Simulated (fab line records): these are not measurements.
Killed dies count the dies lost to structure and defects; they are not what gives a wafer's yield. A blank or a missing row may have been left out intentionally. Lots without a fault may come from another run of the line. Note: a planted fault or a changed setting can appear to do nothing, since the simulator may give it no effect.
Matching of chambers -- flow nand harc -- 4 sister chambers for NHARC_A_STAIRCASE_TRIM_196 on rie diel-06
The step chemistry O2, time 211.2 s. 4 wafers are shown with their chamber, then 10 later ones without.

== WAFERS PAIRED WITH THEIR CHAMBERS ==
wafer,chamber,showerhead plenum p Torr (Torr)
L081.4,2,3.44
L085.6,0,3.59
L087.2,3,3.59
L087.4,1,3.51

== WAFERS WITH NO CHAMBER GIVEN ==
wafer,showerhead plenum p Torr (Torr)
L087.5,3.51
L090.1,3.50
L090.3,3.43
L090.6,3.59
L093.1,3.58
L093.3,3.50
L093.5,3.42
L095.1,3.50
L095.2,3.58
L095.6,3.42

== EACH ONE'S CHAMBER ==
wafer,from the rows above,in truth
L087.5,1,1
L090.1,1,1
L090.3,2,2
L090.6,can't be placed: 0 or 3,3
L093.1,can't be placed: 0 or 3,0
L093.3,1,1
L093.5,2,2
L095.1,1,1
L095.2,can't be placed: 0 or 3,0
L095.6,2,2
Placed correctly: 7 of 10. Can't be placed from these rows: 3 (the true chamber is among the candidates in 3). Number placed wrongly: 0.
How it was worked out, from the rows above alone: a wafer's distance from a chamber is the root of the sum, over the readings, of the square of ((its reading less the chamber's mean) divided by the reading's scatter). The wafer belongs to the nearest chamber; if the next one is less than 2 further off, it can't be placed. Each chamber's mean is taken over the wafers shown for it. The scatter (one wafer shown for each chamber): square how far every hidden wafer sits from the nearest shown wafer, average those squares and take the square root.
